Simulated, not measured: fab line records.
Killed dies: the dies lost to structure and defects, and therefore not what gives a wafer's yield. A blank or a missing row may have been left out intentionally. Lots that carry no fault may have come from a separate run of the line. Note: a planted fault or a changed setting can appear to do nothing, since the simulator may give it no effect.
Chamber matching :: flow n5-finfet :: pecvd-03 running N5_GATE_CUT_PECVD_57: 3 sister chambers
The step deposits SiNx from SiH4/NH3/N2, target thk 21 nm. 3 wafers are shown with their chamber, then 11 later ones without.

## EACH WAFER AND ITS CHAMBER
wafer: L088.4
chamber: 0
throttle-valve-pct (%): 38.5

wafer: L088.6
chamber: 2
throttle-valve-pct (%): 40.5

wafer: L090.1
chamber: 1
throttle-valve-pct (%): 40.6

## WAFERS WITH NO CHAMBER GIVEN
wafer: L090.2
throttle-valve-pct (%): 40.7

wafer: L090.5
throttle-valve-pct (%): 40.6

wafer: L092.2
throttle-valve-pct (%): 40.9

wafer: L092.5
throttle-valve-pct (%): 40.4

wafer: L092.6
throttle-valve-pct (%): 38.6

wafer: L096.1
throttle-valve-pct (%): 39.1

wafer: L096.3
throttle-valve-pct (%): 40.6

wafer: L096.4
throttle-valve-pct (%): 38.8

wafer: L097.2
throttle-valve-pct (%): 40.6

wafer: L097.5
throttle-valve-pct (%): 40.8

wafer: L097.6
throttle-valve-pct (%): 38.9

## CHAMBER TAKEN BY EACH
wafer: L090.2
from the rows above: can't be placed: 1 or 2
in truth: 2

wafer: L090.5
from the rows above: can't be placed: 1 or 2
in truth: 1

wafer: L092.2
from the rows above: can't be placed: 1 or 2
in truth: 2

wafer: L092.5
from the rows above: can't be placed: 2 or 1
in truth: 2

wafer: L092.6
from the rows above: 0
in truth: 0

wafer: L096.1
from the rows above: 0
in truth: 0

wafer: L096.3
from the rows above: can't be placed: 1 or 2
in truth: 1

wafer: L096.4
from the rows above: 0
in truth: 0

wafer: L097.2
from the rows above: can't be placed: 1 or 2
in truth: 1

wafer: L097.5
from the rows above: can't be placed: 1 or 2
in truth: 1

wafer: L097.6
from the rows above: 0
in truth: 0
4 of 11 placed correctly. From these rows, 7 cannot be placed; in 7 the true chamber is one of the candidates. Placed wrongly: 0.
How it was worked out, from the rows above alone: a wafer's distance from a chamber is the root of the sum, over the readings, of the square of ((its reading less the chamber's mean) divided by the reading's scatter). The wafer belongs to the nearest chamber; if the next one is less than 2 further off, it can't be placed. For every chamber, the mean is computed from those of its wafers that are shown. The scatter (one wafer shown for each chamber): square how far every hidden wafer sits from the nearest shown wafer, average those squares and take the square root.
